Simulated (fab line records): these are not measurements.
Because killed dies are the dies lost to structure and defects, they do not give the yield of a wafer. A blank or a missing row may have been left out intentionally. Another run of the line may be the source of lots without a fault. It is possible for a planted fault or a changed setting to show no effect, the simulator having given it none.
Split-lot experiment -- flow n5-finfet -- 21 wafers read across 7 lots, on a route 1938 steps long

## THE SPLIT ITSELF
At N5_DUMMY_GATE_COAT_28 (time 60 s, resist thk 10 nm), the setting spin-rpm was moved away from the recipe's 1500 rpm on 7 of the 21 wafers read, by -8.9% to +9.7%. For the rest of the wafers, this setting stayed at what the recipe calls for.

The split's own step is where the reading is taken.

## THE READING
underlayer_of_DUMMY_GATE_COAT_28.thk-nm (the simulator's own value, which no gauge read), in nm, at N5_DUMMY_GATE_COAT_28 (time 60 s, resist thk 10 nm). There is no usual value for it anywhere in the file.

wafer,"tool, chamber at the split","spin-rpm as run, rpm",against the recipe,"underlayer_of_DUMMY_GATE_COAT_28.thk-nm, nm",against lot-mates on the recipe
L077.1,"litho-track-02, 0",1646,+9.7%,9.6,-0.4
L077.2,"litho-track-02, 0",1646,+9.7%,9.6,-0.4
L077.6,"litho-track-02, 0",1500,recipe,10,-
L078.1,"litho-track-03, 0",1500,recipe,10,-
L078.2,"litho-track-03, 0",1594,+6.3%,9.6,-0.4
L078.5,"litho-track-03, 0",1594,+6.3%,9.8,-0.2
L085.1,"litho-track-03, 0",1500,recipe,10,-
L085.6,"litho-track-03, 0",1500,recipe,10,-
L085.3,"litho-track-03, 0",1434,-4.4%,10.2,+0.2
L086.1,"litho-track-03, 0",1366,-8.9%,10.6,+0.6
L086.4,"litho-track-03, 0",1500,recipe,10,-
L086.5,"litho-track-03, 0",1500,recipe,10,-
L087.3,"litho-track-05, 0",1500,recipe,10,-
L087.5,"litho-track-05, 0",1500,recipe,10,-
L087.6,"litho-track-05, 0",1500,recipe,10,-
L092.3,"litho-track-05, 0",1557,+3.8%,9.8,-0.2
L092.4,"litho-track-05, 0",1500,recipe,10,-
L092.5,"litho-track-05, 0",1500,recipe,10,-
L095.3,"litho-track-02, 0",1500,recipe,10,-
L095.4,"litho-track-02, 0",1500,recipe,10,-
L095.5,"litho-track-02, 0",1500,recipe,10,-

THE FIT
A straight line over all 21 wafers: underlayer_of_DUMMY_GATE_COAT_28.thk-nm changes by -0.0495 nm for each +1% of spin-rpm; r = -0.97; the points scatter about the line by 0.053 nm.
The same after taking each lot's own level away (the mean of its wafers on the recipe; 21 wafers): -0.0495 nm for each +1%; r = -0.97; scatter 0.053 nm.
According to that fit, moving spin-rpm by its largest amount changes the reading by 0.48 nm.
The lots' own levels span 10.00 to 10.00 nm.
The two slopes agree, so the slope changes little with the lot-to-lot level.
Check: -0.49 nm against its lot-mates is what the line predicts for one of the wafers moved furthest among these (+9.7%) when that wafer is left out of the fit. Against them it came out at -0.4 nm.

## THE OTHER SPLITS THESE WAFERS WENT THROUGH
Other splits were also applied to these wafers ahead of the reading. Each is held against what the fit with the lots' levels taken away leaves over:
other split on the same wafers,wafers away from the commonest value,r with underlayer_of_DUMMY_GATE_COAT_28.thk-nm (lot level and that fit taken away)
N5_PMOS_HMC_CHANNEL_EPI_COAT_03 spin-rpm,5,+0.00

## THE FILE'S OWN FIT
underlayer_of_DUMMY_GATE_COAT_28.thk-nm changes by -0.0516 nm for each +1% of spin-rpm, r = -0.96.
